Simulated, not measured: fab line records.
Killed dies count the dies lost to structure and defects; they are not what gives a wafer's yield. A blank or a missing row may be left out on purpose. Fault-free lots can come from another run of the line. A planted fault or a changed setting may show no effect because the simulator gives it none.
Split-lot experiment -- flow n5-finfet -- 39 wafers read from 7 lots, route of 1938 steps

## ON THE SPLIT
At N5_HKMG_FIN_CVD_62 (deposits a-Si from Si2H6, target thk 3 nm, time 20.8 s), the setting time-s was moved away from the recipe's 20.8 s on 12 of the 39 wafers read, by -15.9% to +58.7%. The other wafers ran this setting at the recipe's value.

Reading taken at the split's own step.

## THE READING
a-Si_of_HKMG_FIN_CVD_62.thk-nm (the simulator's own value, which no gauge read), in nm, at N5_HKMG_FIN_CVD_62 (deposits a-Si from Si2H6, target thk 3 nm, time 20.8 s). There is no usual value for it anywhere in the file. Here, 27 wafers ran the recipe; their average is 3.0 nm with a standard deviation of 0.11 nm.

wafer,"tool, chamber at the split","time-s as run, s",against the recipe,"a-Si_of_HKMG_FIN_CVD_62.thk-nm, nm",against lot-mates on the recipe
L074.2,"thermal-cvd-si-02, 1,2,2",20.8,recipe,3,-
L074.3,"thermal-cvd-si-02, 1,2,2",20.8,recipe,3,-
L074.5,"thermal-cvd-si-02, 1,2,2",20.8,recipe,3,-
L075.1,"thermal-cvd-si-01, 2,1,2",20.8,recipe,3,-
L075.3,"thermal-cvd-si-01, 2,1,2",20.8,recipe,3,-
L075.5,"thermal-cvd-si-01, 2,1,2",20.8,recipe,3,-
L075.2,"thermal-cvd-si-01, 0,1,0",31.43,+51.1%,4.6,+1.6
L075.4,"thermal-cvd-si-01, 0,1,0",31.43,+51.1%,4.6,+1.6
L075.6,"thermal-cvd-si-01, 0,1,0",31.43,+51.1%,4.6,+1.6
L077.1,"thermal-cvd-si-01, 2,2,1",20.8,recipe,3,-
L077.4,"thermal-cvd-si-01, 2,2,1",20.8,recipe,3,-
L077.6,"thermal-cvd-si-01, 2,2,1",20.8,recipe,3,-
L077.2,"thermal-cvd-si-01, 1,1,2",25.34,+21.8%,3.6,+0.6
L077.3,"thermal-cvd-si-01, 1,1,2",25.34,+21.8%,3.6,+0.6
L077.5,"thermal-cvd-si-01, 1,1,2",25.34,+21.8%,3.6,+0.6
L079.1,"thermal-cvd-si-01, 0",20.8,recipe,3.2,-
L079.2,"thermal-cvd-si-01, 1,2,1,2,0",20.8,recipe,3,-
L079.3,"thermal-cvd-si-01, 1,2,1,2,0",20.8,recipe,3,-
L079.4,"thermal-cvd-si-01, 1,2,1,2,0",20.8,recipe,3,-
L079.5,"thermal-cvd-si-01, 1,2,1,2,0",20.8,recipe,3,-
L079.6,"thermal-cvd-si-01, 1,2,1,2,0",20.8,recipe,3,-
L085.1,"thermal-cvd-si-02, 2,0,1",20.8,recipe,2.8,-
L085.5,"thermal-cvd-si-02, 2,0,1",20.8,recipe,2.8,-
L085.6,"thermal-cvd-si-02, 2,0,1",20.8,recipe,2.8,-
L085.2,"thermal-cvd-si-02, 0,2",20.8,recipe,3,-
L085.4,"thermal-cvd-si-02, 0,2",20.8,recipe,3,-
L085.3,"thermal-cvd-si-02, 1",20.8,recipe,2.6,-
L091.1,"thermal-cvd-si-01, 2,1,0",20.8,recipe,3,-
L091.5,"thermal-cvd-si-01, 2,1,0",20.8,recipe,3,-
L091.6,"thermal-cvd-si-01, 2,1,0",20.8,recipe,3,-
L091.2,"thermal-cvd-si-01, 1,0,2",17.5,-15.9%,2.6,-0.4
L091.3,"thermal-cvd-si-01, 1,0,2",17.5,-15.9%,2.6,-0.4
L091.4,"thermal-cvd-si-01, 1,0,2",17.5,-15.9%,2.6,-0.4
L094.1,"thermal-cvd-si-02, 1,0",20.8,recipe,3,-
L094.5,"thermal-cvd-si-02, 1,0",20.8,recipe,3,-
L094.2,"thermal-cvd-si-02, 0",20.8,recipe,3.2,-
L094.3,"thermal-cvd-si-02, 2",33,+58.7%,4.8,+1.7
L094.6,"thermal-cvd-si-02, 2",33,+58.7%,4.8,+1.7
L094.4,"thermal-cvd-si-02, 1",33,+58.7%,4.6,+1.5
When a row names more than one chamber, that row covers several wafers, and the file does not tell which wafer ran in which chamber.

FIT RESULTS
A straight line over all 39 wafers: a-Si_of_HKMG_FIN_CVD_62.thk-nm changes by +0.0301 nm for each +1% of time-s; r = +0.99; the points scatter about the line by 0.11 nm.
The same after taking each lot's own level away (the mean of its wafers on the recipe; 39 wafers): +0.0292 nm for each +1%; r = +0.99; scatter 0.083 nm.
That fit puts the effect of the largest move of time-s on the reading at 1.7 nm.
The span of the lots' own levels, 2.83 to 3.07 nm, comes to 2.1 times the standard deviation stated above.
The two slopes are in agreement: the lot-to-lot level therefore moves the slope only a little.
Check: with one of the wafers moved furthest among these (+58.7%) left out of the fit, the line predicts +1.72 nm for it against its lot-mates. Against them it came out at +1.73 nm.

## ADDITIONAL SPLITS CARRIED BY THESE WAFERS
Note: prior to the reading, these wafers also went through further splits. Each is held against what the fit with the lots' levels taken away leaves over:
other split on the same wafers,wafers away from the commonest value,r with a-Si_of_HKMG_FIN_CVD_62.thk-nm (lot level and that fit taken away)
N5_ZERO_LAYER_DEVELOP_10 develop-time-s,18,-0.22
N5_FIN_SAQP_PECVD_06 time-s,12,+0.19
N5_STI_FIN_REVEAL_ETCHBACK_08 time-s,18,+0.11

## FILE'S OWN FIT
a-Si_of_HKMG_FIN_CVD_62.thk-nm changes by +0.0293 nm for each +1% of time-s, r = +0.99.
